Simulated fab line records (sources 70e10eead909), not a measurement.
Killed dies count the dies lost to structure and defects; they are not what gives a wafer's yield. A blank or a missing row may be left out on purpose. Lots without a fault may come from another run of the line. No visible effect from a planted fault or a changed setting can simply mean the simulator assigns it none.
Chamber matching / flow nand-harc / 4 sister chambers for NHARC_A_CONTACT_ETCH_106 on rie-diel-04
The step etches the open film in CF4/O2, target depth 90 nm, overetch 9 nm, time 49.5 s. 4 wafers are shown with their chamber, then 8 later ones without.

== EACH WAFER AND ITS CHAMBER ==
wafer=L809.2; chamber=2; showerhead-plenum-p-Torr (Torr)=1.37
wafer=L812.2; chamber=1; showerhead-plenum-p-Torr (Torr)=1.30
wafer=L812.4; chamber=0; showerhead-plenum-p-Torr (Torr)=1.25
wafer=L819.4; chamber=3; showerhead-plenum-p-Torr (Torr)=1.35

== WAFERS WHOSE CHAMBER IS MISSING ==
wafer=L819.5; showerhead-plenum-p-Torr (Torr)=1.25
wafer=L819.6; showerhead-plenum-p-Torr (Torr)=1.35
wafer=L825.2; showerhead-plenum-p-Torr (Torr)=1.25
wafer=L825.4; showerhead-plenum-p-Torr (Torr)=1.35
wafer=L825.5; showerhead-plenum-p-Torr (Torr)=1.29
wafer=L826.1; showerhead-plenum-p-Torr (Torr)=1.35
wafer=L826.2; showerhead-plenum-p-Torr (Torr)=1.29
wafer=L826.5; showerhead-plenum-p-Torr (Torr)=1.35

== CHAMBER TAKEN BY EACH ==
wafer=L819.5; from the rows above=0; in truth=0
wafer=L819.6; from the rows above=3; in truth=3
wafer=L825.2; from the rows above=0; in truth=0
wafer=L825.4; from the rows above=3; in truth=3
wafer=L825.5; from the rows above=1; in truth=1
wafer=L826.1; from the rows above=3; in truth=3
wafer=L826.2; from the rows above=1; in truth=1
wafer=L826.5; from the rows above=3; in truth=3
8 of 8 placed correctly. Not placeable from these rows: 0. 0 placed wrongly.
How it was worked out, from the rows above alone: a wafer's distance from a chamber is the root of the sum, over the readings, of the square of ((its reading less the chamber's mean) divided by the reading's scatter). The wafer belongs to the nearest chamber; if the next one is less than 2 further off, it can't be placed. Each chamber's mean is taken over the wafers shown for it. The scatter (one wafer shown for each chamber): square how far every hidden wafer sits from the nearest shown wafer, average those squares and take the square root.
